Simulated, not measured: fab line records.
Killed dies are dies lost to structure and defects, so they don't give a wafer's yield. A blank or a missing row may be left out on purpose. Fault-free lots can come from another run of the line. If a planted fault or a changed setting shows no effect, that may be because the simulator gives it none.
The tool behind it: which one? -- flow nand-harc -- Sampling: 14 lots, 42 wafers, 5 of 1302 route steps

== WHAT THE GAUGES SHOWED, per wafer ==
NHARC_A_DECK1_JOINT_THK_MEAS_17: measures by ellipsometry. Usual: 44.7 nm for thk-nm, sd 1.2.
lot,measured,on,thk-nm (nm),flag
L853,day 13 04:43,film-metro-01,45.1 45.4 43.8,
L852,day 13 04:43,film-metro-02,45.6 45.1 44.9,
L855,day 13 05:58,film-metro-02,43.0 44.6 45.8,
L854,day 13 05:58,film-metro-01,44.7 45.6 44.9,
L857,day 14 12:23,film-metro-02,45.8 46.0 46.4,
L860,day 15 10:34,film-metro-02,44.2 42.9 46.1,
L862,day 16 07:45,film-metro-02,45.9 44.3 45.7,
L866,day 18 06:54,film-metro-02,45.3 44.0 47.2,
L868,day 18 22:50,film-metro-02,43.6 42.5 43.6,
L869,day 19 11:11,film-metro-02,44.5 44.4 45.4,
L871,day 19 19:46,film-metro-02,44.1 45.7 44.8,
L870,day 19 19:47,film-metro-01,43.5 44.1 43.9,
L873,day 21 01:11,film-metro-02,44.1 46.1 45.5,
L872,day 21 01:11,film-metro-01,43.6 45.6 46.3,

NHARC_A_ONON_D2_THK_MEAS_02: measures by ellipsometry. Usual: 1001 nm for thk-nm, sd 9.
lot,measured,on,thk-nm (nm),flag
L853,day 13 05:20,film-metro-02,1000 999 1001,
L852,day 13 05:20,film-metro-01,982 983 982,
L855,day 13 06:35,film-metro-02,997 999 998,
L854,day 13 06:49,film-metro-01,1000 1003 1002,
L857,day 14 12:59,film-metro-02,987 988 987,
L860,day 15 11:10,film-metro-02,1002 1002 1001,
L862,day 16 08:22,film-metro-02,1015 1015 1012,
L866,day 18 07:31,film-metro-02,1000 998 1000,
L868,day 18 23:28,film-metro-02,999 999 1000,
L869,day 19 11:48,film-metro-01,1016 1016 1016,
L871,day 19 20:22,film-metro-02,998 1000 997,
L870,day 19 20:24,film-metro-01,1011 1011 1010,
L873,day 21 01:48,film-metro-02,991 990 991,
L872,day 21 01:48,film-metro-01,1012 1011 1010,

NHARC_A_ONON_D2_THK_MEAS_05: measures by ellipsometry. Usual: 1001 nm for thk-nm, sd 11.
lot,measured,on,thk-nm (nm),flag
L853,day 13 05:54,film-metro-02,992 992 993,
L852,day 13 05:54,film-metro-01,1004 1001 1002,
L855,day 13 07:10,film-metro-01,1003 1001 1003,
L854,day 13 07:23,film-metro-02,1003 1003 1001,
L857,day 14 13:34,film-metro-01,970 969 970,
L860,day 15 11:46,film-metro-02,695 693 696,OFF
L862,day 16 08:56,film-metro-02,699 698 700,OFF
L866,day 18 08:05,film-metro-02,1014 1013 1014,
L868,day 19 00:01,film-metro-01,1001 1002 1003,
L869,day 19 12:22,film-metro-01,1006 1006 1005,
L871,day 19 20:56,film-metro-01,995 996 996,
L870,day 19 20:58,film-metro-02,1012 1012 1010,
L873,day 21 02:22,film-metro-02,1011 1012 1011,
L872,day 21 02:22,film-metro-01,1000 1001 1000,

NHARC_END_SORT_01. Usual: killed-at-array 58, standard deviation 20; killed-at-other 1.0, standard deviation 1.2; killed-at-periphery 4.1, standard deviation 3; killed-dies 63, standard deviation 20; killed-open 3.2, standard deviation 1.7; killed-short 2.5, standard deviation 1.5.
lot,measured,on,killed-at-array,killed-at-other,killed-at-periphery,killed-dies,killed-open,killed-short,flag
L860,day 27 08:33,prober-01,675 671 676,0 0 0,2 6 1,677 677 677,6 5 1,4 5 3,OFF
L862,day 28 10:50,prober-01,669 664 669,2 3 1,6 10 7,677 677 677,2 5 6,4 1 1,OFF

== EACH LOT AND THE TOOL THAT RAN IT (in order: tool; ch and the chambers of the sampled wafers; start) ==
lot,NHARC_A_ONON_D2_DEP_03
L853,"pecvd-onon-04 ch 0, day 13 05:34"
L852,"pecvd-onon-03 ch 0, day 13 05:23"
L855,"pecvd-onon-01 ch 0, day 13 06:46"
L854,"pecvd-onon-04 ch 0, day 13 06:52"
L857,"pecvd-onon-01 ch 0, day 14 13:10"
L860,"pecvd-onon-04 ch 0, day 15 11:14"
L862,"pecvd-onon-04 ch 0, day 16 08:25"
L866,"pecvd-onon-01 ch 0, day 18 07:38"
L868,"pecvd-onon-01 ch 0, day 18 23:31"
L869,"pecvd-onon-03 ch 0, day 19 11:55"
L871,"pecvd-onon-03 ch 0, day 19 20:36"
L870,"pecvd-onon-04 ch 0, day 19 20:27"
L873,"pecvd-onon-01 ch 0, day 21 01:51"
L872,"pecvd-onon-03 ch 0, day 21 01:52"
- NHARC_A_ONON_D2_DEP_03: target thk 1000 nm.

== AS READ BY THE TOOLS THEMSELVES (means over the sampled wafers that have a number; for cases with no such wafer, the mark the record gives instead) ==
NHARC_A_ONON_D2_DEP_03. Usual: 399.98 C for susceptor-temp-C, sd 0.2.
lot,tool,susceptor-temp-C (C),flag
L853,pecvd-onon-04,400.29,
L852,pecvd-onon-03,400.09,
L855,pecvd-onon-01,400.14,
L854,pecvd-onon-04,399.79,
L857,pecvd-onon-01,400.02,
L860,pecvd-onon-04,399.98,
L862,pecvd-onon-04,400.13,
L866,pecvd-onon-01,399.79,
L868,pecvd-onon-01,400.09,
L869,pecvd-onon-03,400.01,
L871,pecvd-onon-03,399.71,
L870,pecvd-onon-04,400.06,
L873,pecvd-onon-01,399.96,
L872,pecvd-onon-03,399.89,

== THE ANSWER, worked out from the rows above alone ==
Rule: lot off if the mean of its wafers having a number is beyond 3 standard deviations from the usual mean. A lot without any number at a reading at which 4 lots or more have one is off too. Where the step has rows for the other lots, those lots are counted as sound. After the gauges, taken in route order, come the tools' own readings; for these a lot's mean is taken, as printed above. At the first step where some lot is off, the reading lying furthest off is the one used; lots without a number count as furthest.
Off: L860, L862, at NHARC_A_ONON_D2_THK_MEAS_05 (thk-nm).
A tool fits if, at a process step before that reading, it ran every lot that is off, and no sound lot after the first of them. The gauges at NHARC_A_ONON_D2_THK_MEAS_05 aren't tried: what is off there is off at NHARC_END_SORT_01 too, on other tools, and a gauge's error can't cause that. Not one of the candidates tried fits.

== WHAT THE SIMULATOR PUT IN ==
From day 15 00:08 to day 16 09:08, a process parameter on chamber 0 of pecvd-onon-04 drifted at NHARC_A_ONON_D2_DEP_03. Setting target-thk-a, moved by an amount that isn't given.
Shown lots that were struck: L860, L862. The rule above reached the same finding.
